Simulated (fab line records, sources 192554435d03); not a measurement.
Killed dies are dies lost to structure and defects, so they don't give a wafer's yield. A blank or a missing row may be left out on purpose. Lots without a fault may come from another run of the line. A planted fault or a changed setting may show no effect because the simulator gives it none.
fab line records | flow n5_finfet
record lots=24 wafers=72 last_day=18
route steps=1938 shown BEOL_M13@1713 BEOL_M14@1736 BEOL_M15@1785
lots that met no fault: from a run of the same line without faults
start_h: hours from the record's first day to the start of the lot's first wafer shown | wait_h: hours since the lot's step before | " the same as in the row above | L1.1+2: a row that stands for several wafers | - no value, or no start given | * or withheld: withheld | < > ~ a bound
route shown NAME@n: a module of which the file shows steps, and the number in the route of the first | usual: mean/standard deviation of fault-free wafers | same: alike in all rows | chamber/n: place in a boat | sites: the reading at each site | _std_site: their standard deviation | _edge_site: outer sites' mean less inner sites' | radius_mm: how far each site lies from the wafer's centre | mask NAME#n: copy n | behind: the tool/chamber that last shaped the wafer | hold: why the lot was held/for how many hours/how that ended | device: the transistor (n, p or np) that didn't switch | end of line: the same wafers' tests at the end of the route | a step without rows: its recipe alone | killed: dies lost to structure and defects at the first sort, not the wafer's yield | map: a wafer's dies, x killed, . not, _ none there
set.NAME: the setting as run; set.NAME@STEP: as run at that earlier step | model.NAME: the simulator's own value behind a step, which no gauge read
steps of the route over a sample of lots; a table a step, a row a wafer
services: from which hour (start_h, from the record's first day; less than 0 if before it) a tool's chamber was out of use, for how many hours, and why
## steps
# step N5_BEOL_M13_DEP_53
# recipe material=SiCN target_thk_a=500 temp_c=withheld precursor=3MS/NH3 pressure_torr=3 rf_w=675 time_s=17.8
# usual showerhead_plenum_p_Torr=4.173/0.015 throttle_valve_pct=18.4/1.1
# columns lot.wafer tool chamber start_h wait_h showerhead_plenum_p_Torr throttle_valve_pct
L074.1 pecvd-01 0 245.80 0.0 4.198 18.3
L074.4 " 0 " " 4.195 18.4
L074.5 " 1 " " 4.153 19.0
L076.1 pecvd-03 0 266.85 0.0 4.172 20.1
L076.3 " 2 " " 4.175 16.3
L076.5 " 2 " " 4.157 16.3
L078.1 pecvd-01 1 276.90 0.0 4.157 18.8
L078.4 " 1 " " 4.163 19.2
L078.5 " 0 " " 4.193 18.7
L075.3 pecvd-02 2 282.86 0.0 4.184 18.6
L075.5 " 2 " " 4.178 18.6
L075.6 " 1 " " 4.187 19.2
L077.1 pecvd-03 1 287.44 0.0 4.168 18.0
L077.5 " 1 " " 4.162 18.1
L077.6 " 0 " " 4.188 20.0
L083.1 pecvd-03 2 301.08 0.0 4.168 16.3
L083.2 " 0 " " 4.175 20.1
L083.5 " 0 " " 4.176 20.2
L079.2 pecvd-03 1 313.00 0.0 4.162 18.2
L079.4 " 1 " " 4.165 18.0
L079.6 " 0 " " 4.175 20.0
L080.1 pecvd-03 0 315.68 0.0 4.176 20.1
L080.2 " 1 " " 4.166 17.9
L080.5 " 1 " " 4.170 18.2
L081.1 pecvd-02 2 319.42 0.0 4.183 18.8
L081.2 " 1 " " 4.171 19.2
L081.5 " 1 " " 4.187 19.3
L084.1 pecvd-01 1 328.57 0.0 4.154 18.9
L084.4 " 1 " " 4.160 18.9
L084.5 " 1 " " 4.156 18.7
L082.2 pecvd-01 1 328.67 0.0 4.168 19.0
L082.4 " 1 " " 4.162 19.0
L082.5 " 1 " " 4.153 19.1
L087.3 pecvd-03 0 332.75 0.0 4.195 20.2
L087.5 " 0 " " 4.180 20.0
L087.6 " 2 " " 4.172 16.3
L085.2 pecvd-02 0 342.36 0.0 4.147 18.0
L085.5 " 1 " " 4.181 19.2
L085.6 " 2 " " 4.175 18.9
L086.1 pecvd-03 0 346.05 0.0 4.185 20.1
L086.3 " 1 " " 4.166 18.1
L086.4 " 2 " " 4.171 16.2
L088.1 pecvd-01 2 346.08 0.0 4.183 16.7
L088.2 " 0 " " 4.200 18.5
L088.3 " 1 " " 4.158 18.8
L090.1 pecvd-01 0 352.80 0.0 4.188 18.7
L090.4 " 2 " " 4.172 17.1
L090.5 " 0 " " 4.189 18.2
L089.1 pecvd-01 2 360.22 0.0 4.169 16.9
L089.4 " 2 " " 4.166 17.0
L089.6 " 1 " " 4.164 19.0
L092.1 pecvd-02 1 376.45 0.0 4.184 19.3
L092.4 " 2 " " 4.188 19.0
L092.5 " 1 " " 4.179 19.2
L091.1 pecvd-03 1 377.68 0.0 4.154 18.3
L091.4 " 0 " " 4.187 20.0
L091.5 " 1 " " 4.170 18.2
L093.1 pecvd-03 0 378.24 0.0 4.176 20.0
L093.4 " 0 " " 4.193 20.0
L093.6 " 1 " " 4.159 18.0
L096.1 pecvd-03 1 379.02 0.0 4.168 18.0
L096.3 " 0 " " 4.185 20.0
L096.5 " 1 " " 4.167 18.0
L095.3 pecvd-01 0 384.42 0.0 4.192 18.7
L095.5 " 1 " " 4.156 19.0
L095.6 " 0 " " 4.201 18.6
L094.1 pecvd-01 1 386.27 0.0 4.164 18.9
L094.5 " 0 " " 4.193 18.5
L094.6 " 1 " " 4.148 19.0
L097.2 pecvd-01 0 409.62 0.0 4.180 18.3
L097.4 " 0 " " 4.189 18.6
L097.6 " 1 " " 4.149 19.2
# step N5_BEOL_M14_CD_MEAS_17
# recipe target_cd_nm=250 polarity=opening
# usual cd_nm=249.6/1.4
# columns lot.wafer tool chamber start_h wait_h cd_nm
L074.1 cd_sem-01 - 246.98 0.0 248.9
L074.4 " - " " 251.2
L074.5 " - " " 249.5
L076.1 cd_sem-02 - 268.12 0.0 250.1
L076.3 " - " " 252.0
L076.5 " - " " 249.2
L078.1 cd_sem-01 - 278.07 0.0 248.3
L078.4 " - " " 249.5
L078.5 " - " " 247.9
L075.3 cd_sem-03 - 284.01 0.0 250.2
L075.5 " - " " 249.8
L075.6 " - " " 249.9
L077.1 cd_sem-03 - 288.61 0.0 250.5
L077.5 " - " " 248.2
L077.6 " - " " 248.5
L083.1 cd_sem-02 - 302.36 0.0 249.1
L083.2 " - " " 249.2
L083.5 " - " " 249.8
L079.2 cd_sem-03 - 314.34 0.0 249.4
L079.4 " - " " 251.1
L079.6 " - " " 247.8
L080.1 cd_sem-03 - 316.85 0.0 249.0
L080.2 " - " " 247.7
L080.5 " - " " 247.5
L081.1 cd_sem-01 - 320.70 0.0 248.4
L081.2 " - " " 250.1
L081.5 " - " " 249.2
L084.1 cd_sem-01 - 329.81 0.0 250.3
L084.4 " - " " 251.8
L084.5 " - " " 251.7
L082.2 cd_sem-02 - 330.12 0.0 251.8
L082.4 " - " " 251.7
L082.5 " - " " 250.5
L087.3 cd_sem-01 - 334.02 0.0 245.8
L087.5 " - " " 245.8
L087.6 " - " " 247.3
L085.2 cd_sem-03 - 343.63 0.0 248.8
L085.5 " - " " 249.0
L085.6 " - " " 248.4
L086.1 cd_sem-03 - 347.33 0.0 249.1
L086.3 " - " " 249.3
L086.4 " - " " 249.3
L088.1 cd_sem-02 - 347.60 0.0 249.2
L088.2 " - " " 248.3
L088.3 " - " " 248.8
L090.1 cd_sem-02 - 353.95 0.0 248.3
L090.4 " - " " 249.5
L090.5 " - " " 248.9
L089.1 cd_sem-03 - 361.56 0.0 251.1
L089.4 " - " " 250.1
L089.6 " - " " 246.9
L092.1 cd_sem-03 - 377.64 0.0 249.0
L092.4 " - " " 249.7
L092.5 " - " " 249.0
L091.1 cd_sem-02 - 378.98 0.0 251.0
L091.4 " - " " 249.5
L091.5 " - " " 247.1
L093.1 cd_sem-03 - 379.56 0.0 251.3
L093.4 " - " " 251.3
L093.6 " - " " 252.4
L096.1 cd_sem-02 - 380.25 0.0 251.5
L096.3 " - " " 249.4
L096.5 " - " " 250.6
L095.3 cd_sem-01 - 385.70 0.0 249.8
L095.5 " - " " 249.8
L095.6 " - " " 249.9
L094.1 cd_sem-01 - 387.54 0.0 249.7
L094.5 " - " " 249.3
L094.6 " - " " 250.7
L097.2 cd_sem-02 - 410.95 0.0 248.8
L097.4 " - " " 248.7
L097.6 " - " " 248.0
# step N5_BEOL_M14_PRE_CLEAN_42
# recipe gas=H2/He time_s=30 temp_c=300
# usual heater_power_w=441/36
# columns lot.wafer tool chamber start_h wait_h heater_power_w
L074.1 pvd_sputter-02 - 250.84 0.0 422
L074.4 " - " " 443
L074.5 " - " " 473
L076.1 pvd_sputter-02 - 270.45 0.0 473
L076.3 " - " " 443
L076.5 " - " " 433
L078.1 pvd_sputter-01 - 280.23 0.0 436
L078.4 " - " " 418
L078.5 " - " " 348
L075.3 pvd_sputter-02 - 286.25 0.0 461
L075.5 " - " " 460
L075.6 " - " " 419
L077.1 pvd_sputter-01 - 290.75 0.0 358
L077.5 " - " " 361
L077.6 " - " " 415
L083.1 pvd_sputter-01 - 304.24 0.0 360
L083.2 " - " " 419
L083.5 " - " " 417
L079.2 pvd_sputter-02 - 318.41 0.0 433
L079.4 " - " " 498
L079.6 " - " " 450
L080.1 pvd_sputter-03 - 320.92 0.0 454
L080.2 " - " " 413
L080.5 " - " " 437
L081.1 pvd_sputter-01 - 322.68 0.0 360
L081.2 " - " " 402
L081.5 " - " " 423
L084.1 pvd_sputter-02 - 331.56 0.0 506
L084.4 " - " " 452
L084.5 " - " " 433
L082.2 pvd_sputter-02 - 332.16 0.0 433
L082.4 " - " " 505
L082.5 " - " " 447
L087.3 pvd_sputter-02 - 335.68 0.0 426
L087.5 " - " " 516
L087.6 " - " " 446
L085.2 pvd_sputter-02 - 345.85 0.0 499
L085.5 " - " " 489
L085.6 " - " " 474
L086.1 pvd_sputter-03 - 351.10 0.0 459
L086.3 " - " " 410
L086.4 " - " " 443
L088.1 pvd_sputter-01 - 351.92 0.0 413
L088.2 " - " " 357
L088.3 " - " " 432
L090.1 pvd_sputter-03 - 355.72 0.0 485
L090.4 " - " " 438
L090.5 " - " " 468
L089.1 pvd_sputter-03 - 363.83 0.0 455
L089.4 " - " " 481
L089.6 " - " " 487
L092.1 pvd_sputter-03 - 379.72 0.0 434
L092.4 " - " " 415
L092.5 " - " " 453
L091.1 pvd_sputter-01 - 382.60 0.0 433
L091.4 " - " " 365
L091.5 " - " " 414
L093.1 pvd_sputter-03 - 383.60 0.0 472
L093.4 " - " " 416
L093.6 " - " " 435
L096.1 pvd_sputter-02 - 385.69 0.0 509
L096.3 " - " " 416
L096.5 " - " " 463
L095.3 pvd_sputter-03 - 390.90 0.0 429
L095.5 " - " " 409
L095.6 " - " " 458
L094.1 pvd_sputter-02 - 390.91 0.0 508
L094.5 " - " " 453
L094.6 " - " " 423
L097.2 pvd_sputter-03 - 417.34 0.0 490
L097.4 " - " " 419
L097.6 " - " " 485
# step N5_BEOL_M14_DEP_53
# recipe material=SiCN target_thk_a=500 temp_c=withheld precursor=3MS/NH3 pressure_torr=3 rf_w=675 time_s=17.8
# usual showerhead_plenum_p_Torr=4.15/0.032 throttle_valve_pct=17.9/1.3
# columns lot.wafer tool chamber start_h wait_h showerhead_plenum_p_Torr throttle_valve_pct
L074.1 pecvd-04 0 252.06 0.0 4.09 19.0
L074.4 " 0 " " 4.08 18.8
L074.5 " 1 " " 4.15 17.9
L076.1 pecvd-04 2 271.62 0.0 4.15 16.0
L076.3 " 1 " " 4.15 17.8
L076.5 " 1 " " 4.16 18.2
L078.1 pecvd-01 2 281.40 0.0 4.17 16.9
L078.4 " 1 " " 4.16 18.9
L078.5 " 1 " " 4.15 19.1
L075.3 pecvd-04 2 287.41 0.0 4.16 16.2
L075.5 " 1 " " 4.16 17.9
L075.6 " 0 " " 4.08 18.9
L077.1 pecvd-03 0 292.63 0.0 4.18 20.0
L077.5 " 1 " " 4.16 17.9
L077.6 " 2 " " 4.17 16.3
L083.1 pecvd-03 0 305.64 0.0 4.20 20.1
L083.2 " 1 " " 4.17 18.0
L083.5 " 0 " " 4.19 20.0
L079.2 pecvd-04 1 319.57 0.0 4.17 17.8
L079.4 " 1 " " 4.16 17.9
L079.6 " 2 " " 4.15 16.3
L080.1 pecvd-04 1 322.71 0.0 4.15 18.0
L080.2 " 2 " " 4.15 16.1
L080.5 " 2 " " 4.14 16.1
L081.1 pecvd-03 2 323.95 0.0 4.17 16.4
L081.2 " 1 " " 4.17 18.1
L081.5 " 2 " " 4.17 16.5
L084.1 pecvd-03 1 333.20 0.0 4.17 18.0
L084.4 " 0 " " 4.18 20.1
L084.5 " 2 " " 4.17 16.5
L082.2 pecvd-03 0 333.55 0.0 4.19 20.2
L082.4 " 1 " " 4.16 18.3
L082.5 " 0 " " 4.18 19.9
L087.3 pecvd-04 1 337.31 0.0 4.16 18.1
L087.5 " 2 " " 4.15 16.4
L087.6 " 0 " " 4.08 19.0
L085.2 pecvd-04 0 347.17 0.0 4.08 19.0
L085.5 " 0 " " 4.08 18.9
L085.6 " 2 " " 4.16 16.3
L086.1 pecvd-04 0 352.42 0.0 4.08 19.0
L086.3 " 1 " " 4.16 18.2
L086.4 " 1 " " 4.16 18.1
L088.1 pecvd-03 0 353.41 0.0 4.18 19.8
L088.2 " 1 " " 4.17 18.1
L088.3 " 2 " " 4.16 16.6
L090.1 pecvd-01 2 356.88 0.0 4.17 16.8
L090.4 " 1 " " 4.15 19.0
L090.5 " 0 " " 4.20 18.6
L089.1 pecvd-03 2 365.00 0.0 4.17 16.5
L089.4 " 0 " " 4.18 20.0
L089.6 " 2 " " 4.15 16.4
L092.1 pecvd-04 2 381.07 0.0 4.16 16.3
L092.4 " 0 " " 4.08 19.1
L092.5 " 1 " " 4.17 17.8
L091.1 pecvd-01 1 383.78 0.0 4.16 19.0
L091.4 " 1 " " 4.15 18.8
L091.5 " 0 " " 4.20 18.6
L093.1 pecvd-04 0 384.77 0.0 4.07 19.3
L093.4 " 1 " " 4.16 18.0
L093.6 " 2 " " 4.15 16.2
L096.1 pecvd-04 0 386.93 0.0 4.09 19.0
L096.3 " 2 " " 4.15 16.3
L096.5 " 0 " " 4.08 19.2
L095.3 pecvd-01 1 392.06 0.0 4.16 18.7
L095.5 " 0 " " 4.19 18.6
L095.6 " 1 " " 4.16 19.0
L094.1 pecvd-04 2 392.29 0.0 4.16 16.4
L094.5 " 2 " " 4.16 16.2
L094.6 " 1 " " 4.15 18.1
L097.2 pecvd-03 2 419.25 0.0 4.16 16.7
L097.4 " 0 " " 4.17 19.9
L097.6 " 2 " " 4.17 16.6
# step N5_BEOL_M15_INSPECT_12
# recipe mode=adi inspect_instrument=macro
# usual raw_defect_count=2.0/1.3
# columns lot.wafer tool chamber start_h wait_h raw_defect_count
L074.1 defect_inspect-02 - 252.92 0.0 3
L074.4 " - " " 1
L074.5 " - " " 1
L076.1 defect_inspect-02 - 272.62 0.0 2
L076.3 " - " " 1
L076.5 " - " " 3
L078.1 defect_inspect-02 - 282.39 0.0 4
L078.4 " - " " 2
L078.5 " - " " 1
L075.3 defect_inspect-02 - 288.28 0.0 2
L075.5 " - " " 0
L075.6 " - " " 2
L077.1 defect_inspect-02 - 293.48 0.0 0
L077.5 " - " " 0
L077.6 " - " " 1
L083.1 defect_inspect-01 - 306.51 0.0 0
L083.2 " - " " 3
L083.5 " - " " 2
L079.2 defect_inspect-02 - 320.44 0.0 3
L079.4 " - " " 5
L079.6 " - " " 1
L080.1 defect_inspect-01 - 323.70 0.0 4
L080.2 " - " " 2
L080.5 " - " " 3
L081.1 defect_inspect-01 - 324.68 0.0 2
L081.2 " - " " 2
L081.5 " - " " 2
L084.1 defect_inspect-02 - 334.17 0.0 0
L084.4 " - " " 1
L084.5 " - " " 2
L082.2 defect_inspect-01 - 334.52 0.0 0
L082.4 " - " " 1
L082.5 " - " " 3
L087.3 defect_inspect-02 - 338.18 0.0 1
L087.5 " - " " 3
L087.6 " - " " 2
L085.2 defect_inspect-01 - 347.91 0.0 2
L085.5 " - " " 3
L085.6 " - " " 4
L086.1 defect_inspect-02 - 353.15 0.0 2
L086.3 " - " " 2
L086.4 " - " " 3
L088.1 defect_inspect-02 - 354.27 0.0 4
L088.2 " - " " 1
L088.3 " - " " 1
L090.1 defect_inspect-02 - 357.62 0.0 2
L090.4 " - " " 2
L090.5 " - " " 3
L089.1 defect_inspect-01 - 365.74 0.0 3
L089.4 " - " " 0
L089.6 " - " " 1
L092.1 defect_inspect-01 - 381.93 0.0 3
L092.4 " - " " 1
L092.5 " - " " 4
L091.1 defect_inspect-02 - 384.52 0.0 3
L091.4 " - " " 0
L091.5 " - " " 2
L093.1 defect_inspect-01 - 385.50 0.0 1
L093.4 " - " " 0
L093.6 " - " " 3
L096.1 defect_inspect-02 - 387.67 0.0 1
L096.3 " - " " 0
L096.5 " - " " 4
L095.3 defect_inspect-01 - 393.04 0.0 1
L095.5 " - " " 4
L095.6 " - " " 2
L094.1 defect_inspect-02 - 393.20 0.0 1
L094.5 " - " " 2
L094.6 " - " " 4
L097.2 defect_inspect-01 - 420.12 0.0 2
L097.4 " - " " 3
L097.6 " - " " 3
# step N5_BEOL_M15_VIA_ETCH_16
# recipe chemistry=C4F8/O2/Ar target=SiO2 he_inner_torr=15 he_outer_torr=30 target_depth_a=17922 time_s=withheld ion_energy_ev=800 pressure_mtorr=20 source_w=1905 bias_w=2040 Ar_flow_sccm=400 C4F8_flow_sccm=16 O2_flow_sccm=12 ends=cleared
# usual drypump_motor_current_A=5.7/0.5 oes_ar_750_au=0.79/0.1 oes_product_au=0.71/0.098 rf_vpp_V=2232/21 showerhead_plenum_p_Torr=3.44/0.1 throttle_valve_pct=30.91/0.25
# columns lot.wafer tool chamber start_h wait_h drypump_motor_current_A oes_ar_750_au oes_product_au rf_vpp_V showerhead_plenum_p_Torr throttle_valve_pct
L074.1 rie_diel-05 1 253.04 0.0 6.7 0.69 0.62 2249 3.39 31.08
L074.4 " 0 " " 5.4 0.68 0.61 2235 3.38 30.91
L074.5 " 1 " " 6.7 0.69 0.63 2248 3.39 31.09
L076.1 rie_diel-05 2 272.74 0.0 5.5 0.90 0.82 2202 3.37 30.53
L076.3 " 0 " " 5.4 0.67 0.61 2235 3.38 30.90
L076.5 " 1 " " 6.6 0.68 0.62 2247 3.39 31.09
L078.1 rie_diel-05 2 282.51 0.0 5.5 0.90 0.81 2202 3.37 30.53
L078.4 " 0 " " 5.4 0.67 0.60 2237 3.38 30.90
L078.5 " 3 " " 5.6 0.69 0.62 2246 3.39 31.33
L075.3 rie_diel-02 0 288.40 0.0 6.0 0.69 0.62 2215 3.38 31.30
L075.5 " 1 " " 5.9 0.88 0.80 2244 3.64 30.63
L075.6 " 0 " " 6.0 0.69 0.62 2217 3.38 31.32
L077.1 rie_diel-04 3 293.60 0.0 5.6 0.93 0.84 2255 3.65 31.04
L077.5 " 1 " " 6.6 0.74 0.67 2180 3.28 31.10
L077.6 " 2 " " 5.5 0.73 0.66 2244 3.54 30.88
L083.1 rie_diel-05 1 306.63 0.0 6.7 0.68 0.61 2248 3.38 31.12
L083.2 " 0 " " 5.4 0.66 0.60 2235 3.38 30.91
L083.5 " 1 " " 6.7 0.68 0.62 2249 3.38 31.10
L079.2 rie_diel-02 1 320.56 0.0 5.9 0.86 0.79 2247 3.64 30.65
L079.4 " 1 " " 5.9 0.86 0.78 2245 3.63 30.66
L079.6 " 3 " " 4.8 0.71 0.63 2210 3.41 31.17
L080.1 rie_diel-02 0 323.82 0.0 6.0 0.97 0.89 2216 3.38 31.06
L080.2 " 1 " " 5.9 0.87 0.78 2244 3.63 30.66
L080.5 " 2 " " 5.6 0.72 0.64 2251 3.42 30.58
L081.1 rie_diel-02 0 324.97 0.0 6.0 0.96 0.89 2216 3.38 31.09
L081.2 " 1 " " 5.9 0.87 0.78 2245 3.63 30.65
L081.5 " 1 " " 5.9 0.86 0.78 2244 3.63 30.65
L084.1 rie_diel-02 1 334.29 0.0 5.9 0.86 0.78 2245 3.63 30.65
L084.4 " 2 " " 5.6 0.72 0.65 2250 3.42 30.60
L084.5 " 0 " " 6.0 0.94 0.87 2216 3.38 31.09
L082.2 rie_diel-05 2 334.67 0.0 5.5 0.85 0.78 2201 3.36 30.57
L082.4 " 3 " " 5.6 0.69 0.61 2248 3.38 31.31
L082.5 " 2 " " 5.5 0.86 0.78 2203 3.36 30.57
L087.3 rie_diel-02 0 338.59 0.0 6.0 0.94 0.86 2216 3.38 31.09
L087.5 " 2 " " 5.6 0.72 0.64 2250 3.42 30.59
L087.6 " 1 " " 5.9 0.86 0.77 2245 3.63 30.65
L085.2 rie_diel-04 0 348.14 0.0 6.1 0.69 0.62 2223 3.41 31.06
L085.5 " 2 " " 5.5 0.73 0.65 2242 3.53 30.90
L085.6 " 3 " " 5.7 0.90 0.82 2254 3.64 31.05
L086.1 rie_diel-05 0 353.28 0.0 5.4 0.95 0.88 2233 3.37 30.70
L086.3 " 3 " " 5.6 0.68 0.61 2246 3.38 31.33
L086.4 " 0 " " 5.4 0.96 0.87 2234 3.37 30.69
L088.1 rie_diel-04 2 354.39 0.0 5.5 0.73 0.65 2242 3.53 30.87
L088.2 " 1 " " 6.6 0.73 0.66 2179 3.27 31.12
L088.3 " 3 " " 5.7 0.90 0.81 2254 3.64 31.04
L090.1 rie_diel-04 2 357.74 0.0 5.5 0.72 0.66 2242 3.53 30.88
L090.4 " 1 " " 6.6 0.73 0.66 2180 3.27 31.10
L090.5 " 3 " " 5.7 0.90 0.81 2253 3.64 31.07
L089.1 rie_diel-02 3 365.86 0.0 4.8 0.70 0.62 2208 3.40 31.20
L089.4 " 0 " " 6.1 0.91 0.84 2215 3.38 31.07
L089.6 " 2 " " 5.6 0.71 0.63 2250 3.41 30.57
L092.1 rie_diel-04 3 382.05 0.0 5.6 0.89 0.80 2252 3.63 31.07
L092.4 " 2 " " 5.5 0.72 0.64 2242 3.52 30.90
L092.5 " 3 " " 5.6 0.88 0.79 2255 3.63 31.06
L091.1 rie_diel-05 2 384.72 0.0 5.5 0.83 0.74 2199 3.35 30.58
L091.4 " 0 " " 5.4 0.92 0.84 2235 3.36 30.69
L091.5 " 0 " " 5.4 0.92 0.84 2235 3.36 30.70
L093.1 rie_diel-05 1 385.62 0.0 6.7 0.95 0.86 2247 3.37 30.75
L093.4 " 2 " " 5.5 0.83 0.75 2200 3.35 30.59
L093.6 " 0 " " 5.4 0.92 0.83 2233 3.36 30.69
L096.1 rie_diel-05 2 387.79 0.0 5.6 0.83 0.75 2198 3.35 30.58
L096.3 " 1 " " 6.7 0.95 0.86 2248 3.37 30.77
L096.5 " 0 " " 5.4 0.92 0.84 2233 3.36 30.73
L095.3 rie_diel-02 3 393.23 0.0 4.8 0.69 0.62 2208 3.40 31.21
L095.5 " 3 " " 4.8 0.70 0.62 2208 3.40 31.21
L095.6 " 2 " " 5.6 0.71 0.63 2251 3.41 30.59
L094.1 rie_diel-02 3 393.64 0.0 4.7 0.69 0.62 2207 3.40 31.22
L094.5 " 2 " " 5.6 0.71 0.63 2250 3.41 30.61
L094.6 " 3 " " 4.7 0.69 0.62 2206 3.40 31.22
L097.2 rie_diel-04 2 420.47 0.0 5.5 0.71 0.63 2240 3.52 30.89
L097.4 " 0 " " 6.1 1.01 0.91 2222 3.40 30.88
L097.6 " 2 " " 5.5 0.71 0.64 2242 3.52 30.90
## services
# columns tool chamber start_h hours kind
pecvd-04 - 229.84 4.3 pm
pecvd-04 - 236.77 3.5 repair
pecvd-04 - 257.15 0.9 repair
rie_diel-02 3 267.45 4.0 repair
pecvd-04 0 267.48 5.5 scheduled_down
pecvd-01 2 275.48 5.5 scheduled_down
rie_diel-02 - 275.75 2.8 pm
pecvd-01 0 280.94 2.1 scheduled_down
pecvd-02 1 291.17 6.9 repair
pecvd-04 - 292.11 1.9 repair
rie_diel-02 0 303.00 - clean
rie_diel-02 0 303.00 - consumable_replace:focus_ring
rie_diel-02 0 303.00 19.1 scheduled_down
pecvd-03 2 307.31 8.5 repair
pecvd-03 - 318.67 1.6 repair
pecvd-04 0 321.03 5.0 scheduled_down
pecvd-01 2 326.37 11.2 repair
pecvd-03 - 339.69 1.8 repair
pecvd-03 2 356.58 - calibration
pecvd-03 2 390.49 2.1 scheduled_down
pecvd-04 - 393.61 6.0 pm
pvd_sputter-01 - 397.33 2.9 repair
rie_diel-02 3 398.43 8.6 repair
pecvd-03 2 399.80 5.5 scheduled_down
## key
fault none
